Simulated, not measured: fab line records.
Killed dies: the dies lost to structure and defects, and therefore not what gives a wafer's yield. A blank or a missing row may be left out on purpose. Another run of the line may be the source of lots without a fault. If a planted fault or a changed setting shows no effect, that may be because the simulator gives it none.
Chamber matching ; flow n5Finfet ; rieDiel-05 running N5_BEOL_M11_STRIP_67: 4 sister chambers
The step strips in CF4. 14 wafers are shown with their chamber, then 7 later ones without.

EACH WAFER AND ITS CHAMBER
wafer;chamber;drypumpMotorCurrentA (A);showerheadPlenumPTorr (Torr);rfVppV (V)
L074.1;1;5.6;1.84;272.0
L074.4;2;6.1;1.87;272.1
L074.6;1;5.6;1.83;272.2
L078.2;3;5.7;1.70;268.3
L078.4;2;6.1;1.87;272.4
L078.5;0;5.0;1.72;270.0
L084.1;0;5.0;1.72;269.2
L084.4;3;5.7;1.70;270.0
L084.5;2;6.1;1.86;272.5
L083.2;1;5.5;1.83;271.4
L083.3;3;5.7;1.70;269.4
L083.6;0;5.0;1.72;269.3
L088.2;3;5.7;1.69;269.3
L088.5;0;5.0;1.71;270.1

SIGNATURES, as means of the wafers listed above
reading;chamber 0;chamber 1;chamber 2;chamber 3;scatter within a chamber
drypumpMotorCurrentA;5.000;5.567;6.100;5.700;0.0258
showerheadPlenumPTorr;1.7175;1.8333;1.8667;1.6975;0.00532
rfVppV;269.650;271.867;272.333;269.250;0.507
Rule: a wafer lies at a distance from a chamber equal to the root of the sum of squares, over the readings, of (its reading less the chamber's mean, divided by the reading's scatter). The wafer belongs to the nearest chamber; if the next one is less than 2 further off, it can't be placed. The scatter: take each reading less its chamber's mean, square it, sum over the shown wafers, divide by the number of wafers less the number of chambers, and take the root.

WAFERS WHOSE CHAMBER IS MISSING
wafer;drypumpMotorCurrentA (A);showerheadPlenumPTorr (Torr);rfVppV (V)
L088.6;5.7;1.69;270.1
L087.1;6.1;1.86;270.9
L087.2;5.7;1.69;267.7
L087.6;6.1;1.86;273.2
L097.4;5.6;1.82;271.2
L097.5;5.7;1.69;270.4
L097.6;6.1;1.86;272.5

WHICH CHAMBER EACH ONE RAN IN
wafer;from the rows above;in truth
L088.6;3;3
L087.1;2;2
L087.2;3;3
L087.6;2;2
L097.4;1;1
L097.5;3;3
L097.6;2;2
7 of 7 placed correctly. Can't be placed from these rows: 0. 0 placed wrongly.
